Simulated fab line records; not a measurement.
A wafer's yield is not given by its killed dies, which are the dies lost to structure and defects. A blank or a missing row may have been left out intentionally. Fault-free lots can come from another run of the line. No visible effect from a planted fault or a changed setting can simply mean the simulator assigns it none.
One fault through the eyes of 2 desks | flow n5 finfet | each desk holds nothing but its own numbers, with what lay behind them at the end

FOR THE TOOL OWNER'S DESK: rie diel-01
The tool's own readings at N5_BEOL_M7_TRENCH_ETCH_37 (etches SiCOH lowk in C4F6/O2, target depth 93.478 nm, time 31.2 s): means of the sampled wafers that have a number, for each lot that ran on this tool. A lot is out of limits, marked OUT, if its mean lies more than 4 standard deviations from the usual mean; the brackets give that distance.
Columns: A = drypump motor current A at N5_BEOL_M7_TRENCH_ETCH_37, usual 5.6 A; B = mfc ar sccm at N5_BEOL_M7_TRENCH_ETCH_37, usual 300.0 sccm; C = oes_o_777_au at N5_BEOL_M7_TRENCH_ETCH_37, usual 0.80 a.u.; D = oes product au at N5_BEOL_M7_TRENCH_ETCH_37, usual 0.78 a.u.; E = rf vpp V at N5_BEOL_M7_TRENCH_ETCH_37, usual 668 V; F = showerhead plenum p Torr at N5_BEOL_M7_TRENCH_ETCH_37, usual 2.87 Torr; G = throttle valve pct at N5_BEOL_M7_TRENCH_ETCH_37, usual 20.88 %
lot  | first seen here | A   | B     | C    | D               | E   | F    | G
L264 | day 9 03:48     | 5.8 | 300.3 | 0.78 | 0.76            | 663 | 2.87 | 20.95
L263 | day 9 09:32     | 5.7 | 299.7 | 0.78 | 0.75            | 664 | 2.87 | 20.95
L283 | day 14 04:08    | 5.6 | 299.4 | 0.95 | 1.06            | 668 | 2.84 | 20.83
L284 | day 14 11:41    | 6.0 | 299.3 | 0.93 | 1.18 (+4.7) OUT | 671 | 2.88 | 20.98
This desk's verdict: out of limits on L284, starting with L284 at day 14 11:41 (oes product au at N5_BEOL_M7_TRENCH_ETCH_37). In limits: L264, L263, L283.

FROM THE METROLOGY DESK
Lot by lot, what the gauges showed, no matter which tool ran the lot: averages of those sampled wafers that carry a number. A lot is out of limits, marked OUT, if its mean lies more than 4 standard deviations from the usual mean; the brackets give that distance.
Columns: A = trench depth nm at N5_BEOL_M7_OCD_MEAS_38, usual 93.2 nm; B = M7_THK at N5_BEOL_M7_THK_MEAS_53, usual 77.8 nm; C = M7_RS at N5_BEOL_M7_RS_MEAS_57, usual 0.289 ohm/sq
lot  | first seen here | A               | B               | C
L264 | day 9 03:58     | 93.6            | 77.0            | 0.289
L263 | day 9 09:41     | 92.4            | 76.8            | 0.291
L266 | day 9 13:33     | 92.4            | 76.9            | 0.291
L269 | day 11 11:32    | 93.0            | 77.9            | 0.291
L273 | day 12 03:07    | 93.1            | 78.2            | 0.289
L275 | day 12 03:31    | 94.1            | 79.2            | 0.284
L276 | day 12 08:58    | 93.8            | 77.9            | 0.289
L280 | day 13 22:14    | 90.8            | 74.7            | 0.304
L283 | day 14 04:18    | 116.8 (+14) OUT | 100.3 (+11) OUT | 0.228 (-6.7) OUT
L284 | day 14 11:51    | 139.9 (+27) OUT | 122.2 (+21) OUT | 0.172 (-13) OUT
This desk's verdict: out of limits on L283, L284, starting with L283 at day 14 04:18 (trench depth nm at N5_BEOL_M7_OCD_MEAS_38). In limits: L264, L263, L266, L269, L273, L275, L276, L280.

ALL TOGETHER
The metrology desk could have raised an alarm at day 14 04:18, on L283, L284.
At day 14 11:41, on L284, the tool owner's desk was in a position to raise an alarm.
The tool owner's desk has L283 on record, within its limits.
Every lot named ran N5_BEOL_M7_TRENCH_ETCH_37 on rie diel-01.

WHAT THE SIMULATOR HAD INSERTED
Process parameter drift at N5_BEOL_M7_TRENCH_ETCH_37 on rie diel-01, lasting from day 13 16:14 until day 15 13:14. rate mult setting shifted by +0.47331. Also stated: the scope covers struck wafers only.
Lots struck among those shown: L283, L284.
Hours from the fault's start to each desk's first reading out of limits: the metrology desk, 12; the tool owner's desk, 19.
